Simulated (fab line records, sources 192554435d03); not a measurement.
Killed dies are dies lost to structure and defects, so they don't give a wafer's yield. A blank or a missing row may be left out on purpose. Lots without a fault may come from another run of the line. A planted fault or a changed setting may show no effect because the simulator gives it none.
Which tool did it? | flow n5_finfet | 10 lots, 30 wafers sampled, at 5 steps of a route of 1938

WHAT THE GAUGES READ, wafer by wafer
N5_BEOL_M4_RC_MEAS_101.
lot  | measured     | on        | DIBL_N (mV/V)  | DIBL_P (mV/V)  | IOFF_N (nA/um)    | IOFF_P (nA/um) | ION_N (uA/um) | ION_P (uA/um) | SS_N (mV/dec)  | SS_P (mV/dec)  | VT_N (mV)         | VT_P (mV)
L329 | day 8 06:26  | prober-02 | 35.5 35.4 37.9 | 36.6 36.2 39.3 | 0.160 0.146 0.207 | 0.20 0.18 0.24 | 675 661 679   | 456 450 463   | 71.5 71.3 71.7 | 73.7 73.5 75.0 | 248.2 250.2 244.5 | -252 -257 -249
L328 | day 8 05:44  | prober-01 | 37.3 38.7 36.8 | 38.3 39.4 37.6 | 0.181 0.208 0.167 | 0.23 0.24 0.21 | 680 684 674   | 469 464 459   | 72.1 72.1 72.4 | 73.3 73.8 73.3 | 247.3 244.2 247.0 | -250 -249 -251
L332 | day 8 23:57  | prober-01 | 36.8 38.0 37.1 | 35.8 36.4 36.3 | 0.182 0.195 0.185 | 0.28 0.28 0.29 | 676 683 681   | 470 467 471   | 71.2 72.1 71.8 | 73.6 74.5 73.5 | 250.4 247.6 247.4 | -245 -242 -243
L333 | day 9 03:59  | prober-02 | 34.6 35.2 36.4 | 33.9 35.1 36.3 | 0.136 0.148 0.181 | 0.20 0.22 0.25 | 661 678 688   | 466 468 482   | 70.7 71.2 71.6 | 73.5 73.2 73.9 | 250.5 251.3 246.8 | -249 -247 -246
L334 | day 9 11:13  | prober-02 | 38.4 37.3 37.4 | 38.1 38.3 37.4 | 0.182 0.173 0.163 | 0.22 0.21 0.19 | 684 677 683   | 467 461 466   | 71.4 72.0 71.9 | 73.2 72.5 73.1 | 248.8 247.9 249.7 | -250 -248 -249
L337 | day 10 16:43 | prober-02 | 38.7 38.5 40.6 | 38.0 38.2 41.5 | 0.181 0.185 0.236 | 0.25 0.25 0.31 | 671 683 696   | 464 468 477   | 72.1 72.3 72.6 | 73.0 73.4 73.8 | 245.3 245.3 245.4 | -246 -249 -242
L340 | day 11 03:54 | prober-02 | 36.6 35.8 34.6 | 35.0 34.9 33.3 | 0.154 0.151 0.127 | 0.19 0.18 0.17 | 681 684 665   | 463 460 452   | 71.8 71.6 71.5 | 73.3 73.0 73.3 | 252.5 249.4 253.1 | -252 -254 -257
L341 | day 11 12:38 | prober-02 | 37.7 35.5 35.6 | 36.7 34.2 34.6 | 0.170 0.130 0.140 | 0.20 0.16 0.17 | 672 667 671   | 455 460 460   | 71.7 70.6 71.4 | 74.1 73.1 73.3 | 250.4 253.5 252.1 | -252 -256 -254
L348 | day 14 02:38 | prober-02 | 37.1 36.2 36.1 | 37.7 36.1 36.2 | 0.179 0.154 0.154 | 0.23 0.20 0.20 | 668 657 670   | 464 455 460   | 71.8 71.2 71.6 | 74.1 73.4 73.5 | 247.6 252.0 250.1 | -249 -253 -253
L349 | day 14 02:44 | prober-01 | 35.8 35.0 35.1 | 35.8 34.4 34.8 | 0.156 0.141 0.140 | 0.19 0.17 0.17 | 678 674 681   | 464 452 464   | 71.4 72.0 71.5 | 73.8 73.3 72.8 | 248.1 251.6 248.5 | -253 -255 -254

WHICH TOOL RAN EACH LOT (tool, then ch and the chambers of the sampled wafers, then the start)
lot  | N5_BEOL_M2_SPUTTER_92        | N5_BEOL_M2_ANNEAL_93         | N5_BEOL_M2_SPUTTER_94        | N5_BEOL_M3_PECVD_72
L329 | pvd_sputter-03, day 7 05:55  | pvd_sputter-03, day 7 06:00  | pvd_sputter-03, day 7 06:08  | pecvd-01 ch 0,1, day 7 07:35
L328 | pvd_sputter-02, day 7 07:43  | pvd_sputter-02, day 7 07:48  | pvd_sputter-02, day 7 07:56  | pecvd-01 ch 1,2, day 7 09:50
L332 | pvd_sputter-03, day 8 01:36  | pvd_sputter-03, day 8 01:41  | pvd_sputter-03, day 8 01:49  | pecvd-01 ch 1,2, day 8 03:16
L333 | pvd_sputter-02, day 8 07:26  | pvd_sputter-02, day 8 07:31  | pvd_sputter-02, day 8 07:40  | pecvd-04 ch 0,1,2, day 8 10:35
L334 | pvd_sputter-01, day 8 16:34  | pvd_sputter-01, day 8 16:39  | pvd_sputter-01, day 8 16:47  | pecvd-02 ch 0,2, day 8 18:14
L337 | pvd_sputter-01, day 9 19:05  | pvd_sputter-01, day 9 19:10  | pvd_sputter-01, day 9 22:58  | pecvd-02 ch 0,2, day 10 00:30
L340 | pvd_sputter-03, day 10 05:40 | pvd_sputter-03, day 10 05:45 | pvd_sputter-03, day 10 05:53 | pecvd-02 ch 0,2, day 10 07:22
L341 | pvd_sputter-03, day 10 11:34 | pvd_sputter-03, day 10 11:38 | pvd_sputter-03, day 10 11:47 | pecvd-02 ch 0,2, day 10 13:15
L348 | pvd_sputter-01, day 12 22:27 | pvd_sputter-01, day 12 22:32 | pvd_sputter-01, day 12 22:40 | pecvd-02 ch 0,1, day 13 00:07
L349 | pvd_sputter-03, day 13 01:44 | pvd_sputter-03, day 13 01:49 | pvd_sputter-03, day 13 01:57 | pecvd-02 ch 0,1,2, day 13 03:23
- N5_BEOL_M2_SPUTTER_92: material Cu, target thk 4.5 nm, time 8.29 s.
- N5_BEOL_M2_ANNEAL_93: time 240 s.
- N5_BEOL_M2_SPUTTER_94: material Cu, target thk 4.5 nm, time 8.29 s.
- N5_BEOL_M3_PECVD_72: deposits SiO2 from TEOS/O2, target thk 16 nm, time 18 s.

WHAT THE TOOLS THEMSELVES READ (means of the sampled wafers that have a number; where no wafer has one, the mark that the record gives instead)
N5_BEOL_M2_SPUTTER_92.
lot  | tool           | throttle_valve_pct (%)
L329 | pvd_sputter-03 | 30.2
L328 | pvd_sputter-02 | 31.2
L332 | pvd_sputter-03 | 30.4
L333 | pvd_sputter-02 | 31.1
L334 | pvd_sputter-01 | 31.1
L337 | pvd_sputter-01 | 31.3
L340 | pvd_sputter-03 | 30.0
L341 | pvd_sputter-03 | 30.4
L348 | pvd_sputter-01 | 30.7
L349 | pvd_sputter-03 | 30.3

N5_BEOL_M2_ANNEAL_93.
lot  | tool           | heater_power_w (W)
L329 | pvd_sputter-03 | 790
L328 | pvd_sputter-02 | 849
L332 | pvd_sputter-03 | 766
L333 | pvd_sputter-02 | 864
L334 | pvd_sputter-01 | 775
L337 | pvd_sputter-01 | 826
L340 | pvd_sputter-03 | 775
L341 | pvd_sputter-03 | 879
L348 | pvd_sputter-01 | 798
L349 | pvd_sputter-03 | 778

N5_BEOL_M2_SPUTTER_94.
lot  | tool           | throttle_valve_pct (%)
L329 | pvd_sputter-03 | 30.4
L328 | pvd_sputter-02 | 31.2
L332 | pvd_sputter-03 | 30.1
L333 | pvd_sputter-02 | 31.2
L334 | pvd_sputter-01 | 31.1
L337 | pvd_sputter-01 | 31.2
L340 | pvd_sputter-03 | 30.3
L341 | pvd_sputter-03 | 30.3
L348 | pvd_sputter-01 | 30.6
L349 | pvd_sputter-03 | 30.2

N5_BEOL_M3_PECVD_72.
lot  | tool     | chamber_pressure_Torr (Torr) | heater_power_outer_w (W) | heater_power_w (W) | showerhead_plenum_p_Torr (Torr) | showerhead_vpp_V (V) | throttle_valve_pct (%)
L329 | pecvd-01 | 5.499                        | 435                      | 744                | 8.79                            | 1298                 | 22.9
L328 | pecvd-01 | 5.493                        | 402                      | 671                | 8.77                            | 1230                 | 23.5
L332 | pecvd-01 | 5.507                        | 489                      | 792                | 8.80                            | 1242                 | 23.3
L333 | pecvd-04 | 5.500                        | 460                      | 771                | 8.76                            | 1291                 | 22.9
L334 | pecvd-02 | 5.506                        | 446                      | 752                | 8.83                            | 1281                 | 22.5
L337 | pecvd-02 | 5.507                        | 444                      | 700                | 8.80                            | 1288                 | 22.3
L340 | pecvd-02 | -                            | -                        | -                  | -                               | -                    | -
L341 | pecvd-02 | -                            | -                        | -                  | -                               | -                    | -
L348 | pecvd-02 | 5.506                        | 396                      | 692                | 8.86                            | 1309                 | 22.1
L349 | pecvd-02 | 5.496                        | 404                      | 698                | 8.83                            | 1300                 | 22.4

THE ANSWER, worked out from the rows above alone
Rule: what is usual is taken from the lots themselves. Put in order of their means at a reading, lots are off if they are a third of the lots or fewer, leave a main group of 4 or more, and stand apart from it by a gap of 3 or more times the standard deviation of the main group's means; of several such gaps the widest counts. A main group whose means are all the same, to the digits that the tables above print for the reading, isn't used. A lot without any number at a reading at which 4 lots or more have one is off too. The other lots that the step has rows for count as sound. The gauges are gone through in route order, then the tools' own readings, and for those a lot's mean is taken as printed above. The first step at which some lot is off is used, and at that step the reading that is off furthest; a lot without a number counts as furthest.
Off: L340, L341, at N5_BEOL_M3_PECVD_72 (chamber_pressure_Torr). Without a number there: L340, L341. The main group: mean 5.502 Torr, standard deviation 0.0051.
A tool fits if, at that step or a process step before it, it ran every lot that is off, and no sound lot after the first of them. None of those tried fits.

WHAT THE SIMULATOR HAD PUT IN
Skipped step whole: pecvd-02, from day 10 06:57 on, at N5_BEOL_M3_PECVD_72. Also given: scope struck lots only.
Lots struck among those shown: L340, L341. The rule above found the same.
